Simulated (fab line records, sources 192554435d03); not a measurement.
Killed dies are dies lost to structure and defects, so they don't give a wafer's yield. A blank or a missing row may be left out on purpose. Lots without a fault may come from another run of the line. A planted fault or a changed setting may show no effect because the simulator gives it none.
fab line records | flow n5_finfet
record lots=24 wafers=72 last_day=17
route steps=1938 shown BEOL_M14@1760 BEOL_M15@1783
lots that met no fault: from a run of the same line without faults
start_h: hours from the record's first day to the start of the lot's first wafer shown | wait_h: hours since the lot's step before | " the same as in the row above | L1.1+2: a row that stands for several wafers | - no value, or no start given | * or withheld: withheld | < > ~ a bound
route shown NAME@n: a module of which the file shows steps, and the number in the route of the first | usual: mean/standard deviation of fault-free wafers | same: alike in all rows | chamber/n: place in a boat | sites: the reading at each site | _std_site: their standard deviation | _edge_site: outer sites' mean less inner sites' | radius_mm: how far each site lies from the wafer's centre | mask NAME#n: copy n | behind: the tool/chamber that last shaped the wafer | hold: why the lot was held/for how many hours/how that ended | device: the transistor (n, p or np) that didn't switch | end of line: the same wafers' tests at the end of the route | a step without rows: its recipe alone | killed: dies lost to structure and defects at the first sort, not the wafer's yield | map: a wafer's dies, x killed, . not, _ none there
set.NAME: the setting as run; set.NAME@STEP: as run at that earlier step | model.NAME: the simulator's own value behind a step, which no gauge read
steps of the route over a sample of lots; a table a step, a row a wafer
services: from which hour (start_h, from the record's first day; less than 0 if before it) a tool's chamber was out of use, for how many hours, and why
## steps
# step N5_BEOL_M14_DEGAS_41
# recipe ambient=vacuum temp_c=300 time_s=60
# usual heater_power_w=449/33
# columns lot.wafer tool chamber start_h wait_h heater_power_w
L075.3 pvd_sputter-03 - 237.01 0.3 409
L075.4 " - " " 499
L075.6 " - " " 514
L074.3 pvd_sputter-02 - 237.34 0.1 437
L074.5 " - " " 451
L074.6 " - " " 404
L076.3 pvd_sputter-03 - 253.55 0.2 454
L076.4 " - " " 516
L076.6 " - " " 452
L077.2 pvd_sputter-01 - 260.73 0.5 464
L077.5 " - " " 462
L077.6 " - " " 419
L078.1 pvd_sputter-02 - 270.15 0.2 441
L078.3 " - " " 449
L078.6 " - " " 454
L079.1 pvd_sputter-03 - 276.30 0.4 481
L079.3 " - " " 451
L079.5 " - " " 479
L080.1 pvd_sputter-03 - 279.66 0.3 397
L080.2 " - " " 508
L080.4 " - " " 455
L082.1 pvd_sputter-03 - 282.91 0.4 486
L082.2 " - " " 452
L082.3 " - " " 405
L081.2 pvd_sputter-03 - 285.47 0.7 403
L081.5 " - " " 450
L081.6 " - " " 413
L083.3 pvd_sputter-03 - 295.38 0.9 477
L083.4 " - " " 449
L083.5 " - " " 512
L084.3 pvd_sputter-03 - 302.24 0.8 457
L084.4 " - " " 507
L084.6 " - " " 455
L086.2 pvd_sputter-01 - 306.32 0.0 429
L086.3 " - " " 474
L086.5 " - " " 422
L085.2 pvd_sputter-01 - 312.83 0.3 450
L085.4 " - " " 457
L085.5 " - " " 454
L087.3 pvd_sputter-01 - 321.84 0.0 446
L087.4 " - " " 472
L087.5 " - " " 457
L088.1 pvd_sputter-01 - 330.60 0.1 451
L088.3 " - " " 434
L088.5 " - " " 463
L090.2 pvd_sputter-02 - 333.78 0.0 457
L090.5 " - " " 432
L090.6 " - " " 463
L089.1 pvd_sputter-01 - 334.80 0.4 456
L089.5 " - " " 415
L089.6 " - " " 451
L092.1 pvd_sputter-03 - 350.13 0.2 454
L092.3 " - " " 407
L092.4 " - " " 506
L091.1 pvd_sputter-02 - 351.60 0.3 436
L091.2 " - " " 455
L091.6 " - " " 400
L093.2 pvd_sputter-02 - 354.16 1.9 443
L093.4 " - " " 448
L093.5 " - " " 404
L094.1 pvd_sputter-02 - 366.00 0.4 397
L094.2 " - " " 448
L094.3 " - " " 421
L095.2 pvd_sputter-01 - 366.35 0.3 436
L095.3 " - " " 449
L095.5 " - " " 463
L096.2 pvd_sputter-03 - 371.13 0.3 446
L096.4 " - " " 411
L096.5 " - " " 506
L097.1 pvd_sputter-03 - 382.43 0.2 414
L097.3 " - " " 485
L097.5 " - " " 461
# step N5_BEOL_M14_DEP_53
# recipe material=SiCN target_thk_a=500 temp_c=withheld precursor=3MS/NH3 pressure_torr=3 rf_w=675 time_s=17.8
# usual showerhead_plenum_p_Torr=4.149/0.011 throttle_valve_pct=17.7/1.2
# columns lot.wafer tool chamber start_h wait_h showerhead_plenum_p_Torr throttle_valve_pct
L075.3 pecvd-03 1 238.59 0.0 4.146 16.6
L075.4 " 1 " " 4.136 16.5
L075.6 " 0 " " 4.151 17.7
L074.3 pecvd-03 0 238.96 0.0 4.147 17.8
L074.5 " 0 " " 4.152 17.9
L074.6 " 2 " " 4.160 18.1
L076.3 pecvd-03 1 254.75 0.0 4.140 16.5
L076.4 " 1 " " 4.141 16.5
L076.6 " 0 " " 4.150 17.9
L077.2 pecvd-03 0 261.93 0.0 4.155 17.7
L077.5 " 1 " " 4.134 16.7
L077.6 " 0 " " 4.147 17.8
L078.1 pecvd-01 2 271.35 0.0 4.165 15.5
L078.3 " 1 " " 4.132 20.4
L078.6 " 0 " " 4.143 16.3
L079.1 pecvd-03 2 277.52 0.0 4.162 18.1
L079.3 " 1 " " 4.140 16.7
L079.5 " 0 " " 4.158 18.0
L080.1 pecvd-03 1 281.06 0.0 4.141 16.6
L080.2 " 0 " " 4.164 17.7
L080.4 " 1 " " 4.136 16.5
L082.1 pecvd-03 1 284.11 0.0 4.153 16.5
L082.2 " 0 " " 4.152 17.8
L082.3 " 2 " " 4.162 18.3
L081.2 pecvd-02 2 286.68 0.0 4.138 16.5
L081.5 " 2 " " 4.146 16.5
L081.6 " 1 " " 4.158 18.8
L083.3 pecvd-01 0 296.58 0.0 4.138 16.6
L083.4 " 1 " " 4.131 20.6
L083.5 " 0 " " 4.134 16.7
L084.3 pecvd-03 0 303.44 0.0 4.159 18.0
L084.4 " 0 " " 4.154 17.5
L084.6 " 1 " " 4.140 16.6
L086.2 pecvd-02 1 307.53 0.0 4.160 18.6
L086.3 " 0 " " 4.143 18.0
L086.5 " 2 " " 4.142 16.6
L085.2 pecvd-02 0 314.46 0.0 4.130 18.0
L085.4 " 2 " " 4.139 16.6
L085.5 " 0 " " 4.142 17.9
L087.3 pecvd-02 1 323.46 0.0 4.162 18.7
L087.4 " 0 " " 4.138 18.1
L087.5 " 1 " " 4.152 18.8
L088.1 pecvd-01 2 331.80 0.0 4.167 16.2
L088.3 " 0 " " 4.137 16.9
L088.5 " 0 " " 4.143 16.7
L090.2 pecvd-01 1 335.01 0.0 4.144 20.6
L090.5 " 1 " " 4.144 20.4
L090.6 " 2 " " 4.164 15.9
L089.1 pecvd-02 0 336.52 0.0 4.138 17.9
L089.5 " 2 " " 4.153 16.9
L089.6 " 0 " " 4.144 17.9
L092.1 pecvd-02 0 351.33 0.0 4.134 18.1
L092.3 " 1 " " 4.164 18.7
L092.4 " 1 " " 4.164 18.8
L091.1 pecvd-02 2 352.80 0.0 4.150 16.5
L091.2 " 1 " " 4.163 18.9
L091.6 " 2 " " 4.132 16.7
L093.2 pecvd-02 1 355.36 0.0 4.152 18.9
L093.4 " 2 " " 4.141 16.7
L093.5 " 1 " " 4.157 18.9
L094.1 pecvd-03 1 367.36 0.0 4.137 16.7
L094.2 " 0 " " 4.146 17.8
L094.3 " 2 " " 4.147 18.3
L095.2 pecvd-01 2 367.81 0.0 4.166 15.9
L095.3 " 0 " " 4.139 16.6
L095.5 " 2 " " 4.182 16.0
L096.2 pecvd-03 0 372.49 0.0 4.158 17.8
L096.4 " 1 " " 4.135 16.6
L096.5 " 2 " " 4.165 18.6
L097.1 pecvd-02 1 383.64 0.0 4.156 19.1
L097.3 " 1 " " 4.160 18.8
L097.5 " 1 " " 4.158 18.9
# step N5_BEOL_M15_CD_MEAS_10
# recipe target_cd_nm=360 landing_energy_ev=500 detector=se_inlens polarity=opening
# usual cd_nm=360.5/1.7
# columns lot.wafer tool chamber start_h wait_h cd_nm
L075.3 cd_sem-01 0 239.41 - 361.6
L075.4 " 0 " " 362.5
L075.6 " 0 " " 359.7
L074.3 cd_sem-02 0 239.80 - 359.7
L074.5 " 0 " " 359.3
L074.6 " 0 " " 358.3
L076.3 cd_sem-03 0 255.56 - 359.1
L076.4 " 0 " " 360.1
L076.6 " 0 " " 358.8
L077.2 cd_sem-03 0 262.74 - 361.7
L077.5 " 0 " " 362.2
L077.6 " 0 " " 359.2
L078.1 cd_sem-02 0 272.15 - 361.3
L078.3 " 0 " " 361.1
L078.6 " 0 " " 359.0
L079.1 cd_sem-03 0 278.31 - 360.8
L079.3 " 0 " " 362.6
L079.5 " 0 " " 359.8
L080.1 cd_sem-01 0 281.87 - 360.4
L080.2 " 0 " " 360.2
L080.4 " 0 " " 362.5
L082.1 cd_sem-02 0 284.79 - 362.1
L082.2 " 0 " " 360.5
L082.3 " 0 " " 363.0
L081.2 cd_sem-03 0 287.37 - 359.9
L081.5 " 0 " " 359.4
L081.6 " 0 " " 358.2
L083.3 cd_sem-03 0 297.26 - 355.4
L083.4 " 0 " " 359.0
L083.5 " 0 " " 359.8
L084.3 cd_sem-01 0 304.25 - 362.6
L084.4 " 0 " " 359.4
L084.6 " 0 " " 360.9
L086.2 cd_sem-01 0 311.74 - 357.8
L086.3 " 0 " " 359.8
L086.5 " 0 " " 359.6
L085.2 cd_sem-02 0 315.15 - 363.1
L085.4 " 0 " " 361.9
L085.5 " 0 " " 362.5
L087.3 cd_sem-03 0 324.28 - 360.8
L087.4 " 0 " " 361.2
L087.5 " 0 " " 364.0
L088.1 cd_sem-01 0 332.49 - 363.5
L088.3 " 0 " " 361.2
L088.5 " 0 " " 361.2
L090.2 cd_sem-01 0 335.81 - 358.6
L090.5 " 0 " " 361.1
L090.6 " 0 " " 357.0
L089.1 cd_sem-02 0 337.20 - 357.9
L089.5 " 0 " " 361.2
L089.6 " 0 " " 361.4
L092.1 cd_sem-01 0 352.14 - 362.0
L092.3 " 0 " " 363.4
L092.4 " 0 " " 358.9
L091.1 cd_sem-02 0 353.48 - 359.3
L091.2 " 0 " " 359.3
L091.6 " 0 " " 358.5
L093.2 cd_sem-02 0 356.16 - 359.1
L093.4 " 0 " " 362.0
L093.5 " 0 " " 359.8
L094.1 cd_sem-01 0 368.04 - 362.0
L094.2 " 0 " " 360.6
L094.3 " 0 " " 358.8
L095.2 cd_sem-02 0 368.49 - 360.4
L095.3 " 0 " " 361.5
L095.5 " 0 " " 360.6
L096.2 cd_sem-01 0 373.30 - 361.5
L096.4 " 0 " " 359.4
L096.5 " 0 " " 358.9
L097.1 cd_sem-02 0 384.46 - 359.0
L097.3 " 0 " " 358.4
L097.5 " 0 " " 360.4
# step N5_BEOL_M15_STRIP_64
# recipe chemistry=O2 power_w=600 temp_c=60 pressure_mtorr=30 rf_frequency_hz=6e+07 bias_power_w=0 overash_fraction=0.3 o2_flow_sccm=225
# usual drypump_motor_current_A=5.7/0.41 oes_product_au=0.76/0.094 rf_vpp_V=3.7/0.42 showerhead_plenum_p_Torr=2.09/0.062 throttle_valve_pct=16.79/0.28
# columns lot.wafer tool chamber start_h wait_h drypump_motor_current_A oes_product_au rf_hours_counter_h rf_vpp_V showerhead_plenum_p_Torr throttle_valve_pct
L075.3 rie_diel-03 1 - - 5.7 0.73 200 3.5 2.10 16.93
L075.4 " 2 " " 5.5 0.72 187 3.9 2.00 16.98
L075.6 " 2 " " 5.5 0.73 - 3.7 2.00 16.97
L074.3 rie_diel-04 1 - - 6.1 0.94 20 3.9 2.05 16.41
L074.5 " 2 " " 5.7 0.71 - 4.8 2.17 16.49
L074.6 " 3 " " 5.9 0.70 - 3.3 2.08 17.24
L076.3 rie_diel-03 0 - - 5.7 0.71 170 4.4 2.18 16.99
L076.4 " 1 " " 5.7 0.72 205 4.4 2.10 16.96
L076.6 " 1 " " 5.7 0.73 - 4.3 2.10 16.93
L077.2 rie_diel-03 3 - - 5.2 0.72 206 3.5 2.18 17.01
L077.5 " 1 " " 5.7 0.72 - 3.4 2.09 16.95
L077.6 " 0 " " 5.7 0.71 - 3.8 2.18 17.01
L078.1 rie_diel-04 2 - - 5.7 0.71 213 4.1 2.17 16.52
L078.3 " 1 " " 6.1 0.91 30 3.5 2.05 16.43
L078.6 " 1 " " 6.1 0.92 - 4.0 2.04 16.42
L079.1 rie_diel-01 3 - - 5.8 0.71 209 3.3 2.01 16.83
L079.3 " 0 " " 5.3 0.93 23 3.5 2.15 16.76
L079.5 " 1 " " 6.0 0.84 - 4.0 2.11 16.25
L080.1 rie_diel-03 1 - - 5.7 0.72 213 3.6 2.09 16.96
L080.2 " 2 " " 5.5 0.71 200 3.3 2.00 17.00
L080.4 " 3 " " 5.2 0.72 211 3.4 2.18 17.02
L082.1 rie_diel-04 1 - - 6.1 0.90 34 3.5 2.04 16.41
L082.2 " 2 " " 5.7 0.69 217 3.0 2.17 16.52
L082.3 " 3 " " 5.9 0.69 249 3.7 2.08 17.28
L081.2 rie_diel-04 1 - - 6.1 0.91 34 4.0 2.04 16.44
L081.5 " 0 " " 4.7 0.67 - 3.3 2.00 16.98
L081.6 " 1 " " 6.1 0.91 - 3.9 2.04 16.42
L083.3 rie_diel-01 0 - - 5.3 0.92 28 3.3 2.15 16.76
L083.4 " 3 " " 5.8 0.70 215 3.7 2.01 16.82
L083.5 " 1 " " 6.0 0.83 - 2.8 2.11 16.26
L084.3 rie_diel-04 1 - - 6.1 0.90 41 3.7 2.04 16.44
L084.4 " 2 " " 5.7 0.69 225 3.4 2.16 16.52
L084.6 " 3 " " 5.9 1.02 - 4.0 2.08 16.86
L086.2 rie_diel-01 3 - - 5.8 0.70 220 4.5 2.01 16.83
L086.3 " 2 " " 6.2 0.69 208 3.6 2.09 16.97
L086.5 " 0 " " 5.3 0.90 - 4.0 2.15 16.75
L085.2 rie_diel-04 2 - - 5.8 0.69 228 3.5 2.16 16.53
L085.4 " 0 " " 4.7 0.65 243 3.4 1.99 16.99
L085.5 " 1 " " 6.1 0.88 - 3.5 2.04 16.45
L087.3 rie_diel-01 0 - - 5.3 0.90 36 4.5 2.15 16.78
L087.4 " 3 " " 5.8 0.70 221 3.6 2.01 16.84
L087.5 " 3 " " 5.8 0.70 - 3.6 2.01 16.84
L088.1 rie_diel-01 2 - - 6.3 0.68 216 3.6 2.09 17.00
L088.3 " 1 " " 6.0 0.82 79 3.2 2.10 16.29
L088.5 " 2 " " 6.3 0.69 - 3.8 2.09 16.99
L090.2 rie_diel-04 1 - - 6.1 0.87 50 3.8 2.04 16.47
L090.5 " 3 " " 5.9 0.97 - 3.0 2.07 16.85
L090.6 " 0 " " 4.7 0.64 - 3.3 1.99 17.01
L089.1 rie_diel-01 3 - - 5.8 0.69 227 4.4 2.01 16.85
L089.5 " 0 " " 5.3 0.89 - 3.8 2.15 16.78
L089.6 " 1 " " 6.0 0.81 - 3.7 2.10 16.30
L092.1 rie_diel-03 2 - - 5.5 0.69 220 4.1 1.99 17.04
L092.3 " 1 " " 5.7 0.70 238 3.7 2.08 16.99
L092.4 " 2 " " 5.5 0.70 - 3.7 1.99 17.02
L091.1 rie_diel-01 3 - - 5.8 0.69 233 3.9 2.00 16.86
L091.2 " 1 " " 6.0 0.81 87 3.9 2.10 16.31
L091.6 " 1 " " 6.0 0.81 - 3.1 2.10 16.31
L093.2 rie_diel-01 1 - - 6.0 0.80 88 3.9 2.10 16.30
L093.4 " 0 " " 5.3 0.87 47 3.7 2.14 16.80
L093.5 " 2 " " 6.3 0.68 - 3.5 2.09 17.01
L094.1 rie_diel-03 0 - - 5.7 0.69 208 3.3 2.17 17.08
L094.2 " 3 " " 5.2 0.71 227 3.5 2.17 17.06
L094.3 " 2 " " 5.5 0.68 225 3.0 1.99 17.05
L095.2 rie_diel-01 2 - - 6.2 0.68 228 4.3 2.09 17.00
L095.3 " 1 " " 6.0 0.80 91 3.5 2.10 16.31
L095.5 " 2 " " 6.2 0.67 - 4.3 2.09 17.03
L096.2 rie_diel-01 1 - - 6.0 0.80 93 4.0 2.10 16.29
L096.4 " 3 " " 5.8 0.68 240 4.1 2.00 16.86
L096.5 " 0 " " 5.3 0.88 - 3.1 2.14 16.79
L097.1 rie_diel-01 1 - - 6.0 0.80 96 4.1 2.10 16.33
L097.3 " 0 " " 5.2 0.87 54 3.4 2.14 16.82
L097.5 " 2 " " 6.2 0.68 - 4.3 2.09 17.03
# step N5_BEOL_M15_TRENCH_ETCH_34
# recipe chemistry=C4F8/O2/Ar target=SiO2 target_depth_a=8729.3 he_inner_torr=15 he_outer_torr=30 time_s=199 ion_energy_ev=800 pressure_mtorr=20 source_w=1905 bias_w=2040 Ar_flow_sccm=400 C4F8_flow_sccm=16 O2_flow_sccm=12
# usual drypump_motor_current_A=5.7/0.45 he_inner_torr=15.003/0.029 oes_product_au=0.77/0.11 rf_vpp_V=2219/29 showerhead_plenum_p_Torr=3.41/0.092 throttle_valve_pct=30.94/0.29
# columns lot.wafer tool chamber start_h wait_h drypump_motor_current_A he_inner_torr oes_product_au rf_hours_counter_h rf_vpp_V showerhead_plenum_p_Torr throttle_valve_pct
L075.3 rie_diel-01 1 241.30 0.0 6.0 15.028 0.85 49 2250 3.49 30.62
L075.4 " 0 " " 5.3 15.013 0.95 11 2162 3.48 30.86
L075.6 " 1 " " 6.0 15.010 0.86 - 2250 3.49 30.63
L074.3 rie_diel-04 2 241.54 0.0 5.7 15.030 0.70 203 2208 3.53 30.45
L074.5 " 2 " " 5.8 15.009 0.69 - 2209 3.53 30.45
L074.6 " 3 " " 5.9 15.046 0.70 - 2239 3.40 31.31
L076.3 rie_diel-01 3 257.61 0.0 5.8 15.029 0.71 203 2209 3.28 30.72
L076.4 " 0 " " 5.3 14.975 0.96 17 2161 3.48 30.89
L076.6 " 1 " " 6.0 15.064 0.85 - 2251 3.49 30.63
L077.2 rie_diel-04 0 264.80 0.0 4.7 15.018 0.67 228 2236 3.28 31.18
L077.5 " 3 " " 6.0 15.013 0.69 - 2238 3.39 31.33
L077.6 " 2 " " 5.7 15.021 0.70 - 2210 3.53 30.46
L078.1 rie_diel-04 2 273.93 0.0 5.7 14.995 0.70 213 2209 3.52 30.45
L078.3 " 1 " " 6.0 15.006 0.91 30 2249 3.39 30.96
L078.6 " 2 " " 5.7 14.981 0.69 - 2209 3.52 30.47
L079.1 rie_diel-04 0 280.07 0.0 4.7 15.022 0.69 232 2235 3.28 31.23
L079.3 " 1 " " 6.1 15.006 0.92 32 2249 3.39 30.99
L079.5 " 1 " " 6.1 15.040 0.91 - 2247 3.39 30.99
L080.1 rie_diel-04 1 283.76 0.0 6.1 14.972 0.91 33 2247 3.39 30.98
L080.2 " 3 " " 5.9 15.000 0.69 249 2239 3.39 31.35
L080.4 " 2 " " 5.8 15.018 0.70 216 2209 3.52 30.47
L082.1 rie_diel-01 2 286.43 0.0 6.3 14.986 0.70 199 2175 3.41 30.99
L082.2 " 3 " " 5.8 15.039 0.70 212 2209 3.28 30.73
L082.3 " 1 " " 6.0 15.001 0.84 62 2251 3.48 30.62
L081.2 rie_diel-04 1 289.24 0.0 6.1 15.013 0.91 35 2250 3.39 30.98
L081.5 " 0 " " 4.7 14.996 0.67 - 2235 3.27 31.20
L081.6 " 1 " " 6.1 14.957 0.91 - 2248 3.39 30.98
L083.3 rie_diel-04 0 299.02 0.0 4.7 14.981 0.67 238 2235 3.27 31.22
L083.4 " 0 " " 4.7 15.025 0.67 - 2236 3.27 31.22
L083.5 " 2 " " 5.7 15.060 0.69 - 2208 3.52 30.47
L084.3 rie_diel-04 0 306.06 0.0 4.7 15.074 0.67 241 2235 3.27 31.23
L084.4 " 2 " " 5.7 14.979 0.69 225 2208 3.52 30.48
L084.6 " 1 " " 6.1 15.031 0.89 - 2249 3.39 30.98
L086.2 rie_diel-04 0 313.45 0.0 4.7 14.998 0.67 243 2236 3.27 31.22
L086.3 " 2 " " 5.7 14.990 0.69 227 2209 3.52 30.48
L086.5 " 1 " " 6.1 15.011 0.89 - 2247 3.39 30.99
L085.2 rie_diel-03 0 317.54 0.0 5.7 15.051 0.69 191 2223 3.55 31.16
L085.4 " 1 " " 5.7 14.973 0.70 226 2221 3.42 31.35
L085.5 " 0 " " 5.7 14.982 0.70 - 2223 3.55 31.18
L087.3 rie_diel-04 2 326.18 0.0 5.7 15.002 0.68 231 2208 3.51 30.49
L087.4 " 1 " " 6.1 15.034 0.88 47 2249 3.39 30.98
L087.5 " 1 " " 6.1 14.979 0.88 - 2247 3.39 30.97
L088.1 rie_diel-01 3 334.49 0.0 5.8 15.010 0.69 226 2206 3.27 30.74
L088.3 " 2 " " 6.3 14.949 0.69 217 2175 3.40 31.01
L088.5 " 2 " " 6.3 14.962 0.69 - 2174 3.40 31.01
L090.2 rie_diel-04 0 337.61 0.0 4.7 15.005 0.66 250 2234 3.27 31.23
L090.5 " 0 " " 4.7 14.982 0.65 - 2234 3.27 31.21
L090.6 " 1 " " 6.1 14.979 0.88 - 2248 3.38 30.99
L089.1 rie_diel-01 1 338.88 0.0 6.0 15.029 0.81 82 2250 3.47 30.61
L089.5 " 0 " " 5.3 15.010 0.88 - 2160 3.47 30.86
L089.6 " 3 " " 5.8 15.013 0.67 - 2206 3.27 30.71
L092.1 rie_diel-04 3 353.90 0.0 5.9 14.922 0.95 17 2237 3.38 31.25
L092.3 " 1 " " 6.1 15.049 0.86 58 2246 3.38 30.97
L092.4 " 1 " " 6.1 14.989 0.87 - 2247 3.38 31.00
L091.1 rie_diel-04 1 355.18 0.0 6.1 14.976 0.86 58 2248 3.38 31.01
L091.2 " 3 " " 5.9 15.032 0.95 17 2237 3.38 31.24
L091.6 " 3 " " 5.9 14.993 0.95 - 2237 3.38 31.23
L093.2 rie_diel-03 1 357.96 0.0 5.8 14.994 0.69 240 2220 3.42 31.38
L093.4 " 2 " " 5.5 15.014 0.70 - 2157 3.29 31.30
L093.5 " 1 " " 5.8 14.986 0.69 - 2221 3.42 31.36
L094.1 rie_diel-01 3 370.15 0.0 5.8 14.997 0.67 238 2207 3.26 30.73
L094.2 " 1 " " 6.0 14.976 0.80 92 2248 3.47 30.65
L094.3 " 0 " " 5.3 15.064 0.86 51 2162 3.46 30.89
L095.2 rie_diel-01 1 370.43 0.0 6.0 14.993 0.81 92 2249 3.47 30.66
L095.3 " 2 " " 6.3 15.006 0.68 229 2173 3.39 31.02
L095.5 " 2 " " 6.3 14.989 0.68 - 2173 3.39 31.01
L096.2 rie_diel-03 2 375.43 0.0 5.5 15.041 0.69 228 2160 3.29 31.32
L096.4 " 0 " " 5.6 15.015 0.69 211 2222 3.54 31.19
L096.5 " 2 " " 5.5 15.010 0.69 - 2159 3.29 31.33
L097.1 rie_diel-04 2 386.12 0.0 5.7 14.983 0.67 248 2207 3.51 30.49
L097.3 " 1 " " 6.1 14.999 0.86 68 2245 3.37 31.01
L097.5 " 2 " " 5.7 14.981 0.67 - 2207 3.51 30.49
# step N5_BEOL_M15_DEGAS_41
# recipe ambient=vacuum temp_c=300 time_s=60
# usual heater_power_w=443/27
# columns lot.wafer tool chamber start_h wait_h heater_power_w
L075.3 pvd_sputter-02 - 242.62 0.4 452
L075.4 " - " " 453
L075.6 " - " " 453
L074.3 pvd_sputter-03 - 242.94 0.7 486
L074.5 " - " " 466
L074.6 " - " " 445
L076.3 pvd_sputter-02 - 259.51 1.2 406
L076.4 " - " " 465
L076.6 " - " " 448
L077.2 pvd_sputter-01 - 270.28 0.3 444
L077.5 " - " " 454
L077.6 " - " " 456
L078.1 pvd_sputter-01 - 278.44 0.6 414
L078.3 " - " " 471
L078.6 " - " " 419
L079.1 pvd_sputter-01 - 282.23 1.6 458
L079.3 " - " " 426
L079.5 " - " " 450
L080.1 pvd_sputter-01 - 289.17 0.3 456
L080.2 " - " " 460
L080.4 " - " " 424
L082.1 pvd_sputter-02 - 289.21 0.3 409
L082.2 " - " " 386
L082.3 " - " " 423
L081.2 pvd_sputter-01 - 291.61 1.7 441
L081.5 " - " " 454
L081.6 " - " " 419
L083.3 pvd_sputter-01 - 300.22 0.1 463
L083.4 " - " " 416
L083.5 " - " " 463
L084.3 pvd_sputter-01 - 307.28 0.7 462
L084.4 " - " " 453
L084.6 " - " " 450
L086.2 pvd_sputter-02 - 317.33 0.4 406
L086.3 " - " " 460
L086.5 " - " " 407
L085.2 pvd_sputter-02 - 318.23 0.1 442
L085.4 " - " " 403
L085.5 " - " " 441
L087.3 pvd_sputter-02 - 327.29 0.3 448
L087.4 " - " " 443
L087.5 " - " " 446
L088.1 pvd_sputter-01 - 335.22 0.2 458
L088.3 " - " " 435
L088.5 " - " " 442
L090.2 pvd_sputter-03 - 339.46 0.4 515
L090.5 " - " " 466
L090.6 " - " " 500
L089.1 pvd_sputter-01 - 339.79 0.3 455
L089.5 " - " " 471
L089.6 " - " " 452
L092.1 pvd_sputter-01 - 360.01 1.5 473
L092.3 " - " " 426
L092.4 " - " " 466
L093.2 pvd_sputter-03 - 360.97 0.7 405
L093.4 " - " " 456
L093.5 " - " " 498
L091.1 pvd_sputter-02 - 364.12 0.4 393
L091.2 " - " " 428
L091.6 " - " " 443
L094.1 pvd_sputter-01 - 371.25 0.3 473
L094.2 " - " " 429
L094.3 " - " " 453
L095.2 pvd_sputter-01 - 373.87 0.1 452
L095.3 " - " " 451
L095.5 " - " " 455
L096.2 pvd_sputter-02 - 380.06 2.4 438
L096.4 " - " " 443
L096.5 " - " " 433
L097.1 pvd_sputter-02 - 390.47 0.5 431
L097.3 " - " " 390
L097.5 " - " " 407
## services
# columns tool chamber start_h hours kind
pecvd-03 2 228.10 7.4 repair
pecvd-02 0 238.79 12.3 repair
rie_diel-04 0 241.77 2.9 repair
rie_diel-03 3 243.02 4.6 repair
rie_diel-04 3 266.66 7.7 repair
pecvd-01 0 276.77 4.4 repair
rie_diel-04 3 288.44 - clean
rie_diel-04 3 288.44 - consumable_replace:focus_ring
rie_diel-04 3 288.44 14.5 scheduled_down
rie_diel-04 3 288.44 14.5 vent_cycle
rie_diel-03 2 305.25 9.0 repair
pecvd-03 - 305.30 1.0 repair
rie_diel-01 3 312.30 7.9 repair
rie_diel-01 0 314.42 5.3 repair
pecvd-03 - 330.53 1.1 repair
rie_diel-01 0 332.02 2.5 repair
rie_diel-04 0 340.23 7.5 repair
rie_diel-04 2 341.48 8.4 repair
pecvd-02 0 342.26 4.8 repair
rie_diel-04 0 350.00 - clean
rie_diel-04 0 350.00 - consumable_replace:focus_ring
rie_diel-04 0 350.00 - consumable_replace:showerhead
rie_diel-04 0 350.00 27.5 scheduled_down
rie_diel-03 - 354.71 1.2 repair
## key
fault none
